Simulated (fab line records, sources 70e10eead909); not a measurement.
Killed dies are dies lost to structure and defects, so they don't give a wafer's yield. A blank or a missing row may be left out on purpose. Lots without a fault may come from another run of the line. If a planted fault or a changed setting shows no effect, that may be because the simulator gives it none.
A sampling plan put to the test || flow nand harc || one line in one fab, 23 faults in these records, each fault weighed on the records of the lots it struck
Plan = the line's own looks (route steps where a gauge or an inspection reads the wafer without altering it). A look can be judged if struck wafers have a number there and the file gives its usual mean and standard deviation on fault-free wafers. Caught: the struck wafers' mean, at a look after the fault's first step, is 4 or more of those standard deviations (sigma) away from the usual mean. On the tool: the identical test, applied to the tool's own readings at the steps of the fault. A different recipe on the struck wafers counts as caught too, as does a record blank only for those wafers.

== THE FAULTS, as the simulator had put them in ==
1. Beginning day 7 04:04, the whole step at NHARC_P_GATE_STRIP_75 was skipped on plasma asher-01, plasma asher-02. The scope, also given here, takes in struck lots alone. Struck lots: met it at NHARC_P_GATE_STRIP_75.
2. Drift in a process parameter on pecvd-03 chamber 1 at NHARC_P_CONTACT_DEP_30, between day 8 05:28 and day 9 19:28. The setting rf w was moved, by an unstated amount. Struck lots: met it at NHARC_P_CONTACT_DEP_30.
3. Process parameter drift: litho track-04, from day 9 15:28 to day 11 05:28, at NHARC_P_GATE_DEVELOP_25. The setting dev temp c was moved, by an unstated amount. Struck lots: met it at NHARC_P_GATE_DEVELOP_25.
4. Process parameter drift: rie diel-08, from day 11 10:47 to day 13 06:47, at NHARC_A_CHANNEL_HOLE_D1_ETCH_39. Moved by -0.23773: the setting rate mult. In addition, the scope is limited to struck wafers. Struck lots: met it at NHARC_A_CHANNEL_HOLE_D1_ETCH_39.
5. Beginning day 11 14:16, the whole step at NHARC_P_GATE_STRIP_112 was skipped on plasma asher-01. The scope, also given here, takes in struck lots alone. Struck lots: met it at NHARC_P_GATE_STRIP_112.
6. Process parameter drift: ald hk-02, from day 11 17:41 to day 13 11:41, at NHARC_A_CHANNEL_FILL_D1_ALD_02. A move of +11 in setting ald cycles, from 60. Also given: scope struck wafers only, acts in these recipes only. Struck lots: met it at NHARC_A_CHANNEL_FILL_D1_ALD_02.
7. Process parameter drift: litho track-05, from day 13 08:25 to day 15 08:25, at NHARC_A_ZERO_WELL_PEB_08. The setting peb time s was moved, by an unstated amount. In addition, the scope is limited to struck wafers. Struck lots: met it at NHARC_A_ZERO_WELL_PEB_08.
8. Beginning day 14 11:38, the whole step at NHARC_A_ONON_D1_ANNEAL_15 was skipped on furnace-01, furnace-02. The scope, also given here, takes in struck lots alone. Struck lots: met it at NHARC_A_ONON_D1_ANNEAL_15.
9. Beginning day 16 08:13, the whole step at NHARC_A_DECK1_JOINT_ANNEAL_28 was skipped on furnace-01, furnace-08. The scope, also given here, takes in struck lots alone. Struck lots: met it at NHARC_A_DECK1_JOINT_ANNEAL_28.
10. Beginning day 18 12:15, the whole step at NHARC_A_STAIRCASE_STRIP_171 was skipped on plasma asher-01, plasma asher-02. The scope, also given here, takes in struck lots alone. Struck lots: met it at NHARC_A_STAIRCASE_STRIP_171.
11. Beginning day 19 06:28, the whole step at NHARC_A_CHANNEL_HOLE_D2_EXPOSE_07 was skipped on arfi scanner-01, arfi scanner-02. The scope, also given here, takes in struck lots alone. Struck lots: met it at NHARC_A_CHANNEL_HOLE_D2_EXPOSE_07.
12. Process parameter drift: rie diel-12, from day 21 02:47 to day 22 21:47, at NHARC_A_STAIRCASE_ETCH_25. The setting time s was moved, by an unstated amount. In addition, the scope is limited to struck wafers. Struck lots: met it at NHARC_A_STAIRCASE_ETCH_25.
13. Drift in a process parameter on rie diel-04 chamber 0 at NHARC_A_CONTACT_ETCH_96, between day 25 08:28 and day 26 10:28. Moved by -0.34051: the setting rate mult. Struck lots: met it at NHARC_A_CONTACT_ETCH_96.
14. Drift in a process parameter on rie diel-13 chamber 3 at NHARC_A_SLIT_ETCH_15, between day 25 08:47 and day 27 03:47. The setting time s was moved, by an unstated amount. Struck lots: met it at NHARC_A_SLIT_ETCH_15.
15. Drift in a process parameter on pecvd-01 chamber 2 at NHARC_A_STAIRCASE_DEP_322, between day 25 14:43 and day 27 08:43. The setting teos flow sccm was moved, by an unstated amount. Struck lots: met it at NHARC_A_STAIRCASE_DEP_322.
16. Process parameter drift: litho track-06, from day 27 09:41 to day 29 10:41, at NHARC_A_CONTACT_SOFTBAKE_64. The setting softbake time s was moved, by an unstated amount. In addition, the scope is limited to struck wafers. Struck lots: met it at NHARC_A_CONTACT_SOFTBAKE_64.
17. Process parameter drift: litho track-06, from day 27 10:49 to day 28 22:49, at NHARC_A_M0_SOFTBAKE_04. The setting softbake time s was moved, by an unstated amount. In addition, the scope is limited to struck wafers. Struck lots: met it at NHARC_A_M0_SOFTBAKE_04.
18. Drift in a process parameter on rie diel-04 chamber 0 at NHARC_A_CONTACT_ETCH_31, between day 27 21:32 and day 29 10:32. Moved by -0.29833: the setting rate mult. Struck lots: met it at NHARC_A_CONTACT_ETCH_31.
19. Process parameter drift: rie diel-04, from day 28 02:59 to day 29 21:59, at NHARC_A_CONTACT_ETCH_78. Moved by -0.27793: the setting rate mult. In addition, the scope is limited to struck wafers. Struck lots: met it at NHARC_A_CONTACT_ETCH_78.
20. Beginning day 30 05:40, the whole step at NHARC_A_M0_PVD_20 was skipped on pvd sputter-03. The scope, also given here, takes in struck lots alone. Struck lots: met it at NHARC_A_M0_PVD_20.
21. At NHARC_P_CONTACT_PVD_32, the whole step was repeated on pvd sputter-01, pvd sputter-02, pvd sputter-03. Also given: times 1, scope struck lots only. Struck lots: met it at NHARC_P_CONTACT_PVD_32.
22. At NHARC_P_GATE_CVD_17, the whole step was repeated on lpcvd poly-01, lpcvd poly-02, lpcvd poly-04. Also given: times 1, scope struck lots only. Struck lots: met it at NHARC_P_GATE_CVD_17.
23. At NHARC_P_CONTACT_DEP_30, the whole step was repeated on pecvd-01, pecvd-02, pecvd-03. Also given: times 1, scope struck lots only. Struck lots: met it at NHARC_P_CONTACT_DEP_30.

== WHAT THE PLAN SAW ==
{"fault": 1, "on the tool itself": "the tool's record is blank for the struck wafers", "first look that catches it": "no look after it can be judged", "reading, sigma": "-", "median hours from its first step to that look": "-", "hours from the fault's start to the first struck lot there": "-", "judged looks passed uncaught": 0}
{"fault": 2, "on the tool itself": "rf fwd power W +52 sigma", "first look that catches it": "no look after it can be judged", "reading, sigma": "-", "median hours from its first step to that look": "-", "hours from the fault's start to the first struck lot there": "-", "judged looks passed uncaught": 0}
{"fault": 3, "on the tool itself": "developer temp C -9.1 sigma", "first look that catches it": "no look after it can be judged", "reading, sigma": "-", "median hours from its first step to that look": "-", "hours from the fault's start to the first struck lot there": "-", "judged looks passed uncaught": 0}
{"fault": 4, "on the tool itself": "oes product au -16 sigma", "first look that catches it": "not the one look that can be judged after it", "reading, sigma": "-", "median hours from its first step to that look": "-", "hours from the fault's start to the first struck lot there": "-", "judged looks passed uncaught": 1}
{"fault": 5, "on the tool itself": "the tool's record is blank for the struck wafers", "first look that catches it": "not the one look that can be judged after it", "reading, sigma": "-", "median hours from its first step to that look": "-", "hours from the fault's start to the first struck lot there": "-", "judged looks passed uncaught": 1}
{"fault": 6, "on the tool itself": "under 2 sigma", "first look that catches it": "no look after it can be judged", "reading, sigma": "-", "median hours from its first step to that look": "-", "hours from the fault's start to the first struck lot there": "-", "judged looks passed uncaught": 0}
{"fault": 7, "on the tool itself": "heater power total W +41 sigma", "first look that catches it": "not the one look that can be judged after it", "reading, sigma": "-", "median hours from its first step to that look": "-", "hours from the fault's start to the first struck lot there": "-", "judged looks passed uncaught": 1}
{"fault": 8, "on the tool itself": "the tool's record is blank for the struck wafers", "first look that catches it": "none of the 2 looks that can be judged after it", "reading, sigma": "-", "median hours from its first step to that look": "-", "hours from the fault's start to the first struck lot there": "-", "judged looks passed uncaught": 2}
{"fault": 9, "on the tool itself": "the tool's record is blank for the struck wafers", "first look that catches it": "no look after it can be judged", "reading, sigma": "-", "median hours from its first step to that look": "-", "hours from the fault's start to the first struck lot there": "-", "judged looks passed uncaught": 0}
{"fault": 10, "on the tool itself": "the tool's record is blank for the struck wafers", "first look that catches it": "not the one look that can be judged after it", "reading, sigma": "-", "median hours from its first step to that look": "-", "hours from the fault's start to the first struck lot there": "-", "judged looks passed uncaught": 1}
{"fault": 11, "on the tool itself": "no reading that can be judged", "first look that catches it": "no look after it can be judged", "reading, sigma": "-", "median hours from its first step to that look": "-", "hours from the fault's start to the first struck lot there": "-", "judged looks passed uncaught": 0}
{"fault": 12, "on the tool itself": "run length s -7.3 sigma", "first look that catches it": "no look after it can be judged", "reading, sigma": "-", "median hours from its first step to that look": "-", "hours from the fault's start to the first struck lot there": "-", "judged looks passed uncaught": 0}
{"fault": 13, "on the tool itself": "oes product au -7.4 sigma", "first look that catches it": "NHARC_END_SORT_01", "reading, sigma": "killed at array +22", "median hours from its first step to that look": 72.8, "hours from the fault's start to the first struck lot there": 92, "judged looks passed uncaught": 0}
{"fault": 14, "on the tool itself": "run length s +99 or beyond sigma", "first look that catches it": "no look after it can be judged", "reading, sigma": "-", "median hours from its first step to that look": "-", "hours from the fault's start to the first struck lot there": "-", "judged looks passed uncaught": 0}
{"fault": 15, "on the tool itself": "mfc precursor sccm +49 sigma", "first look that catches it": "no look after it can be judged", "reading, sigma": "-", "median hours from its first step to that look": "-", "hours from the fault's start to the first struck lot there": "-", "judged looks passed uncaught": 0}
{"fault": 16, "on the tool itself": "heater power total W +99 or beyond sigma", "first look that catches it": "none of the 2 looks that can be judged after it", "reading, sigma": "-", "median hours from its first step to that look": "-", "hours from the fault's start to the first struck lot there": "-", "judged looks passed uncaught": 2}
{"fault": 17, "on the tool itself": "heater power total W +99 or beyond sigma", "first look that catches it": "none of the 2 looks that can be judged after it", "reading, sigma": "-", "median hours from its first step to that look": "-", "hours from the fault's start to the first struck lot there": "-", "judged looks passed uncaught": 2}
{"fault": 18, "on the tool itself": "oes product au -20 sigma", "first look that catches it": "NHARC_END_SORT_01", "reading, sigma": "killed at array +32", "median hours from its first step to that look": 53.9, "hours from the fault's start to the first struck lot there": 82, "judged looks passed uncaught": 0}
{"fault": 19, "on the tool itself": "oes product au -18 sigma", "first look that catches it": "NHARC_END_SORT_01", "reading, sigma": "killed dies +31", "median hours from its first step to that look": 63.9, "hours from the fault's start to the first struck lot there": 72, "judged looks passed uncaught": 0}
{"fault": 20, "on the tool itself": "the tool's record is blank for the struck wafers", "first look that catches it": "not the one look that can be judged after it", "reading, sigma": "-", "median hours from its first step to that look": "-", "hours from the fault's start to the first struck lot there": "-", "judged looks passed uncaught": 1}
{"fault": 21, "on the tool itself": "under 2 sigma", "first look that catches it": "not the one look that can be judged after it", "reading, sigma": "-", "median hours from its first step to that look": "-", "hours from the fault's start to the first struck lot there": "-", "judged looks passed uncaught": 1}
{"fault": 22, "on the tool itself": "under 2 sigma", "first look that catches it": "none of the 2 looks that can be judged after it", "reading, sigma": "-", "median hours from its first step to that look": "-", "hours from the fault's start to the first struck lot there": "-", "judged looks passed uncaught": 2}
{"fault": 23, "on the tool itself": "under 2 sigma", "first look that catches it": "no look after it can be judged", "reading, sigma": "-", "median hours from its first step to that look": "-", "hours from the fault's start to the first struck lot there": "-", "judged looks passed uncaught": 0}
A dash: this means the fault isn't caught or the number doesn't appear in these records.

Caught at a look: 3 of 23. Caught on the tool: 18 of 23. By one or the other: 18 of 23.
Caught on the tool alone: faults 1, 2, 3, 4, 5, 7, 8, 9, 10, 12, 14, 15, 16, 17, 20.
Caught by neither: faults 6, 11, 21, 22, 23.

== THINNER SAMPLING ==
If the look that catches a fault measured only every second or every third lot, by lot number, the first struck lot would be measured this late in the worst case:
{"fault": 13, "struck lots at that look, in order of time": "L588, L587", "every lot": "92 h", "every second lot": "100 h", "every third lot": "may miss all 2"}
{"fault": 18, "struck lots at that look, in order of time": "L166", "every lot": "82 h", "every second lot": "may miss it", "every third lot": "may miss it"}
{"fault": 19, "struck lots at that look, in order of time": "L856, L857", "every lot": "72 h", "every second lot": "78 h", "every third lot": "may miss all 2"}
Hours count from the start of the fault until the first struck lot that is measured. 4 sigma limit: tested on the pooled struck wafers, so a lone lot may be under it. Other struck lots may not be in these records.

== THE LONGEST TIMED WAY FROM STEP TO LOOK ==
For fault 13, NHARC_A_CONTACT_ETCH_96 and NHARC_END_SORT_01 are separated by a median of 72.8 hours. No look between them can be judged.
